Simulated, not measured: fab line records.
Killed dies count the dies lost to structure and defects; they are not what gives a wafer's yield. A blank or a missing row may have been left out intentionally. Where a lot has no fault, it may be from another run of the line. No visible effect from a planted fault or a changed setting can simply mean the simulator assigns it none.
Chamber matching || flow nand-harc || NHARC_A_M0_DEP_32 on pecvd-02: 3 sister chambers
The step deposits SiCN, target thk 30 nm. 14 wafers are shown with their chamber, then 7 later ones without.

## WAFERS, EACH WITH ITS CHAMBER
{"wafer": "L074.2", "chamber": 2, "heater-power-w (W)": 548, "susceptor-temp-C (C)": 370.11}
{"wafer": "L074.4", "chamber": 0, "heater-power-w (W)": 657, "susceptor-temp-C (C)": 369.74}
{"wafer": "L074.5", "chamber": 2, "heater-power-w (W)": 547, "susceptor-temp-C (C)": 370.11}
{"wafer": "L077.1", "chamber": 0, "heater-power-w (W)": 760, "susceptor-temp-C (C)": 370.04}
{"wafer": "L077.4", "chamber": 0, "heater-power-w (W)": 791, "susceptor-temp-C (C)": 369.72}
{"wafer": "L077.6", "chamber": 2, "heater-power-w (W)": 492, "susceptor-temp-C (C)": 369.86}
{"wafer": "L076.1", "chamber": 1, "heater-power-w (W)": 635, "susceptor-temp-C (C)": 370.02}
{"wafer": "L076.2", "chamber": 2, "heater-power-w (W)": 574, "susceptor-temp-C (C)": 369.57}
{"wafer": "L076.5", "chamber": 2, "heater-power-w (W)": 583, "susceptor-temp-C (C)": 369.81}
{"wafer": "L079.4", "chamber": 1, "heater-power-w (W)": 641, "susceptor-temp-C (C)": 370.04}
{"wafer": "L079.5", "chamber": 0, "heater-power-w (W)": 760, "susceptor-temp-C (C)": 370.40}
{"wafer": "L079.6", "chamber": 2, "heater-power-w (W)": 622, "susceptor-temp-C (C)": 370.34}
{"wafer": "L085.1", "chamber": 1, "heater-power-w (W)": 577, "susceptor-temp-C (C)": 370.27}
{"wafer": "L085.2", "chamber": 0, "heater-power-w (W)": 745, "susceptor-temp-C (C)": 369.99}

SIGNATURES (averages over the wafers above)
{"reading": "heater-power-w", "chamber 0": 742.60, "chamber 1": 617.67, "chamber 2": 561.00, "scatter within a chamber": 45}
{"reading": "susceptor-temp-C", "chamber 0": 369.9780, "chamber 1": 370.1100, "chamber 2": 369.9667, "scatter within a chamber": 0.255}
Rule: for each reading, subtract the chamber's mean from the wafer's reading, divide by that reading's scatter and square the result; add these up over the readings and take the root, which gives the wafer's distance from the chamber. The wafer belongs to the nearest chamber; if the next one is less than 2 further off, it can't be placed. The scatter: take each reading less its chamber's mean, square it, sum over the shown wafers, divide by the number of wafers less the number of chambers, and take the root.

## WAFERS WITHOUT THEIR CHAMBER
{"wafer": "L085.6", "heater-power-w (W)": 604, "susceptor-temp-C (C)": 369.67}
{"wafer": "L090.2", "heater-power-w (W)": 536, "susceptor-temp-C (C)": 370.01}
{"wafer": "L090.3", "heater-power-w (W)": 655, "susceptor-temp-C (C)": 369.81}
{"wafer": "L090.4", "heater-power-w (W)": 681, "susceptor-temp-C (C)": 370.09}
{"wafer": "L091.1", "heater-power-w (W)": 583, "susceptor-temp-C (C)": 370.19}
{"wafer": "L091.2", "heater-power-w (W)": 667, "susceptor-temp-C (C)": 370.07}
{"wafer": "L091.6", "heater-power-w (W)": 659, "susceptor-temp-C (C)": 370.07}

## WHICH CHAMBER EACH ONE RAN IN
{"wafer": "L085.6", "from the rows above": "can't be placed: 2 or 1 or 0", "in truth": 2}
{"wafer": "L090.2", "from the rows above": "can't be placed: 2 or 1", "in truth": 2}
{"wafer": "L090.3", "from the rows above": "can't be placed: 1 or 0 or 2", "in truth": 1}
{"wafer": "L090.4", "from the rows above": "can't be placed: 1 or 0 or 2", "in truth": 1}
{"wafer": "L091.1", "from the rows above": "can't be placed: 1 or 2", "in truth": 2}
{"wafer": "L091.2", "from the rows above": "can't be placed: 1 or 0 or 2", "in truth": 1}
{"wafer": "L091.6", "from the rows above": "can't be placed: 1 or 0 or 2", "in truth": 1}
Correctly placed: 0 of 7. Cannot be placed on the basis of these rows: 7; the candidates contain the true chamber in 7. Wrongly placed: 0.
